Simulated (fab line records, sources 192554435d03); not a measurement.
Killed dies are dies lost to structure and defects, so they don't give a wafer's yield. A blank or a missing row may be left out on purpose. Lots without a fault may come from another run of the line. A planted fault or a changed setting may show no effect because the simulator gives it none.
Split-lot experiment | flow n5_finfet | 7 lots, 21 wafers read, on a route of 1938 steps

THE SPLIT
At N5_MOL_CONTACT_COAG_EXPOSE_81 (exposes mask VG, defocus 0 nm), the setting dose_mj was moved away from the recipe's 59.5 on 7 of the 21 wafers read, by -7.4% to +4.8%. The other wafers ran this setting at the recipe's value.

FROM THE SPLIT TO THE READING: what the file shows between them, 2 steps
- N5_MOL_CONTACT_COAG_PEB_82: peb time 60 s
- N5_MOL_CONTACT_COAG_DEVELOP_83: develop time 30 s

THE READING
cd_nm, in nm, at N5_MOL_CONTACT_COAG_CD_MEAS_84 (target cd 25.1 nm). Fault-free wafers of this fab line usually give 25.08 nm, standard deviation 0.25 nm.

wafer  | tool, chamber at the split | dose_mj as run | against the recipe | cd_nm, nm | against lot-mates on the recipe
L074.2 | euv_scanner-02, 0          | 59.5           | recipe             | 24.93     | -
L074.5 | euv_scanner-02, 0          | 59.5           | recipe             | 25.25     | -
L074.6 | euv_scanner-02, 0          | 62.33          | +4.8%              | 26.02     | +0.93
L082.1 | euv_scanner-02, 0          | 59.5           | recipe             | 25.15     | -
L082.3 | euv_scanner-02, 0          | 55.5           | -6.7%              | 24.05     | -1.04
L082.5 | euv_scanner-02, 0          | 59.5           | recipe             | 25.04     | -
L089.2 | euv_scanner-02, 0          | 59.5           | recipe             | 25.22     | -
L089.3 | euv_scanner-02, 0          | 59.5           | recipe             | 25.20     | -
L089.5 | euv_scanner-02, 0          | 59.5           | recipe             | 25.12     | -
L090.3 | euv_scanner-01, 0          | 56.67          | -4.8%              | 23.74     | no lot-mate on the recipe
L090.5 | euv_scanner-01, 0          | 56.67          | -4.8%              | 24.18     | no lot-mate on the recipe
L090.6 | euv_scanner-01, 0          | 56.67          | -4.8%              | 24.02     | no lot-mate on the recipe
L093.1 | euv_scanner-02, 0          | 59.5           | recipe             | 25.20     | -
L093.4 | euv_scanner-02, 0          | 59.5           | recipe             | 24.90     | -
L093.6 | euv_scanner-02, 0          | 59.5           | recipe             | 25.23     | -
L094.1 | euv_scanner-02, 0          | 59.5           | recipe             | 24.97     | -
L094.3 | euv_scanner-02, 0          | 55.07          | -7.4%              | 23.55     | -1.42
L094.4 | euv_scanner-02, 0          | 55.07          | -7.4%              | 23.09     | -1.88
L097.1 | euv_scanner-02, 0          | 59.5           | recipe             | 25.07     | -
L097.3 | euv_scanner-02, 0          | 59.5           | recipe             | 25.50     | -
L097.4 | euv_scanner-02, 0          | 59.5           | recipe             | 25.18     | -

THE FIT
A straight line over all 21 wafers: cd_nm changes by +0.221 nm for each +1% of dose_mj; r = +0.96; the points scatter about the line by 0.2 nm.
The same after taking each lot's own level away (the mean of its wafers on the recipe; 18 wafers): +0.201 nm for each +1%; r = +0.97; scatter 0.17 nm.
On that fit, the largest move of dose_mj shifts the reading by 1.5 nm.
The lots' own levels span 24.970 to 25.250 nm, that is 1.1 times the standard deviation above.
So the lot-to-lot level changes the slope little: the two slopes agree.
Check: with one of the wafers moved furthest among these (-7.4%) left out of the fit, the line predicts -1.54 nm for it against its lot-mates. It came out at -1.42 nm against them.

OTHER SPLITS ON THESE WAFERS
These wafers also went through other splits before the reading. Each is held against what the fit with the lots' levels taken away leaves over:
other split on the same wafers             | wafers away from the commonest value | r with cd_nm (lot level and that fit taken away)
N5_HKMG_FIN_ETCH_54 bias_w                 | 8                                    | -0.26
N5_GATE_CUT_COAT_27 spin_rpm               | 7                                    | +0.36
N5_GATE_CUT_EXPOSE_10 dose_mj              | 7                                    | -0.19
N5_MOL_CONTACT_COAG_CONTACT_ETCH_14 time_s | 9                                    | +0.24

THE FILE'S OWN FIT
cd_nm changes by +0.193 nm for each +1% of dose_mj, r = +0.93.
